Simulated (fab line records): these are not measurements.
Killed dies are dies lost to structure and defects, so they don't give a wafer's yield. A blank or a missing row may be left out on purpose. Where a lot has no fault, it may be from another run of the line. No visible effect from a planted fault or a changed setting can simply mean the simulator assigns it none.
A lot that was struck, set against a sound lot | flow nand-harc | 14 out of 1302 route steps
Sound: wafers L277.2, L277.3, L277.4. Wafers L262.2, L262.4, L262.6 were the ones struck. Last of all comes the cause.
At each step with rows: each side's tool, then ch and its chambers, then its first start. Under that, the readings that differ: sound wafers | struck wafers | difference of the means | sigmas: that difference in standard deviations of wafers without a fault.
alike: same words and numbers on both sides, and readings whose means sit less than 2 such deviations apart. not compared: any withheld reading, any reading some wafer has no value for, any bound like >300 that may hide the same value, and any number with overlapping values for which the record gives no deviation.
Wherever a step has rows on one side only, a row that says differs or no value, or a row with sigmas, the two part there. Numbers that don't overlap but have no deviation are shown without sigmas and don't part them. Lack of a reading on every wafer of one side parts them only where that side has two or more wafers.

first, 5 steps without rows for these wafers: NHARC_P_M2_SOFTBAKE_04 (time 55 s); NHARC_P_M2_EBR_05; NHARC_P_M2_EXPOSE_06 (exposes mask P M2, target cd 170 nm); NHARC_P_M2_PEB_07 (peb time 65 s); NHARC_P_M2_DEVELOP_08 (develop time 35 s).
NHARC_P_M2_CD_MEAS_09: target cd 170 nm.
  sound on cd-sem-02 ch 0, day 14 02:37; struck on cd-sem-03 ch 0, day 8 00:38
  alike: cd-nm
NHARC_P_M2_OVL_MEAS_10: pitch 340 nm.
  sound: overlay-02 at day 14 02:42; struck: overlay-02 at day 8 00:43
  alike: overlay-x-nm, overlay-y-nm
NHARC_P_M2_INSPECT_11:
  sound: defect-inspect-01 at day 14 02:44; struck: defect-inspect-02 at day 8 00:46
  alike: raw-defect-count
NHARC_P_M2_DESCUM_14: chemistry O2, time 3 s.
  sound on rie-diel-09 ch 0,2,3, day 14 02:48; struck on rie-diel-02 ch 2,3, day 8 00:49
  alike: drypump-motor-current-A, oes-product-au, rf-vpp-V, showerhead-plenum-p-Torr, throttle-valve-pct
  not compared: rf-hours-counter-h
NHARC_P_M2_ETCH_35: etches the open film in N2/H2, target depth 40 nm, overetch 12 nm, time 43.94 s.
  sound on rie-diel-09 ch 1,2,3, day 14 02:53; struck on rie-diel-02 ch 0,2, day 8 00:54
  alike: drypump-motor-current-A, n2-flow-sccm, oes-product-au, rf-vpp-V, showerhead-plenum-p-Torr, throttle-valve-pct
  not compared: rf-hours-counter-h
NHARC_P_M2_ETCH_15: etches the open film in C4F8/Ar, target depth 182.5 nm, time 91.2 s.
  sound: rie-diel-09 ch 0,1,2; struck: rie-diel-02 ch 0,2,3
  reading               | sound             | struck            | difference | sigmas
  oes-product-au (a.u.) | 0.973 0.972 0.960 | 0.919 0.935 0.928 | -0.041     | -2
  alike: rf-vpp-V
  not compared: rf-hours-counter-h
NHARC_P_M2_CD_MEAS_16:
  sound: cd-sem-02 at day 14 03:07; struck: cd-sem-03 at day 8 01:07
  alike: cd-nm
NHARC_P_M2_STRIP_18: strips in N2/H2.
  sound on rie-diel-02 ch 0,1,3, day 14 03:11; struck on rie-diel-12 ch 0,3, day 8 01:12
  no value came back on the struck wafers for any of 9 readings (bias-w (W), chamber-pressure-mTorr (mTorr) and others); on the sound wafers bias-w (W) reads 0 0 0
NHARC_P_M2_ETCH_28: etches the open film in CF4/N2, target depth 30 nm, time 72.99 s.
  sound on rie-diel-02 ch 0,1,2; struck on rie-diel-12 ch 0,2, day 8 01:26
  alike: drypump-motor-current-A, n2-flow-sccm, oes-product-au, rf-vpp-V, showerhead-plenum-p-Torr, throttle-valve-pct
  not compared: rf-hours-counter-h

== WHERE THEY PART ==
First at NHARC_P_M2_ETCH_15; last, within this record, at NHARC_P_M2_STRIP_18. Later steps at which nothing parts them and some readings are alike: NHARC_P_M2_ETCH_28.

WHY: whatever the simulator had introduced
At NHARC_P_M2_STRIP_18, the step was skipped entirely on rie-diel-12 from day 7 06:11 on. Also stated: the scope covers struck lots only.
